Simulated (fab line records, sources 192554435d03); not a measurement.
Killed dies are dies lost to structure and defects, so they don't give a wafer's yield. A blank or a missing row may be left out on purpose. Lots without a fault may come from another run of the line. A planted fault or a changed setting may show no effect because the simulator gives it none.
Chamber matching | flow n5_finfet | N5_BEOL_M0_SAQP_ILD_DEP_01 on pecvd-02: 3 sister chambers
The step deposits SiOC from DEMS/O2, target thk 45.419 nm, time 8.7 s. 24 wafers are shown with their chamber, then 12 later ones without.

WAFERS WITH THEIR CHAMBER
wafer  | chamber | heater_power_w (W) | throttle_valve_pct (%) | showerhead_plenum_p_Torr (Torr)
L076.1 | 0       | 580                | 11.9                   | 5.728
L076.3 | 2       | 509                | 11.8                   | 5.695
L076.4 | 2       | 508                | 11.6                   | 5.698
L077.2 | 2       | 446                | 11.5                   | 5.703
L077.3 | 0       | 550                | 12.3                   | 5.716
L077.4 | 1       | 399                | 11.6                   | 5.703
L081.2 | 0       | 543                | 12.3                   | 5.717
L081.3 | 2       | 507                | 11.6                   | 5.689
L081.6 | 0       | 558                | 11.9                   | 5.692
L082.3 | 1       | 454                | 11.4                   | 5.709
L082.4 | 0       | 582                | 12.1                   | 5.704
L082.5 | 1       | 447                | 11.6                   | 5.728
L084.2 | 0       | 519                | 12.0                   | 5.711
L084.5 | 0       | 545                | 12.0                   | 5.705
L084.6 | 2       | 506                | 11.6                   | 5.687
L086.1 | 2       | 465                | 11.6                   | 5.691
L086.3 | 0       | 555                | 12.4                   | 5.729
L086.5 | 1       | 467                | 11.5                   | 5.700
L085.3 | 1       | 442                | 11.5                   | 5.701
L085.4 | 2       | 515                | 11.7                   | 5.700
L085.6 | 1       | 462                | 11.2                   | 5.705
L090.3 | 1       | 381                | 11.6                   | 5.717
L090.5 | 1       | 389                | 11.6                   | 5.718
L090.6 | 2       | 502                | 11.8                   | 5.686

SIGNATURES (means of the wafers above)
reading                  | chamber 0 | chamber 1 | chamber 2 | scatter within a chamber
heater_power_w           | 554.00    | 430.12    | 494.75    | 27.4
throttle_valve_pct       | 12.113    | 11.500    | 11.650    | 0.153
showerhead_plenum_p_Torr | 5.71275   | 5.71012   | 5.69362   | 0.00992
Rule: a wafer's distance from a chamber is the root of the sum, over the readings, of the square of ((its reading less the chamber's mean) divided by the reading's scatter). The wafer belongs to the nearest chamber; if the next one is less than 2 further off, it can't be placed. The scatter: the root of (the sum of the squares of (reading less its chamber's mean) over the shown wafers, divided by (wafers less chambers)).

WAFERS WITHOUT THEIR CHAMBER
wafer  | heater_power_w (W) | throttle_valve_pct (%) | showerhead_plenum_p_Torr (Torr)
L092.4 | 374                | 11.5                   | 5.723
L092.5 | 513                | 12.1                   | 5.695
L092.6 | 524                | 11.8                   | 5.707
L093.2 | 562                | 12.2                   | 5.715
L093.3 | 506                | 11.8                   | 5.698
L093.4 | 556                | 12.4                   | 5.706
L097.1 | 495                | 11.7                   | 5.683
L097.3 | 416                | 11.6                   | 5.721
L097.5 | 483                | 12.4                   | 5.707
L096.1 | 429                | 12.0                   | 5.696
L096.5 | 376                | 11.4                   | 5.690
L096.6 | 577                | 12.2                   | 5.707

WHICH CHAMBER EACH WENT THROUGH
wafer  | from the rows above          | in truth
L092.4 | 1                            | 1
L092.5 | can't be placed: 0 or 2      | 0
L092.6 | can't be placed: 2 or 0 or 1 | 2
L093.2 | 0                            | 0
L093.3 | can't be placed: 2 or 0      | 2
L093.4 | 0                            | 0
L097.1 | 2                            | 2
L097.3 | 1                            | 1
L097.5 | can't be placed: 0 or 2      | 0
L096.1 | can't be placed: 2 or 1 or 0 | 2
L096.5 | can't be placed: 1 or 2      | 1
L096.6 | 0                            | 0
Placed correctly: 6 of 12. Can't be placed from these rows: 6 (the true chamber is among the candidates in 6). Placed wrongly: 0.
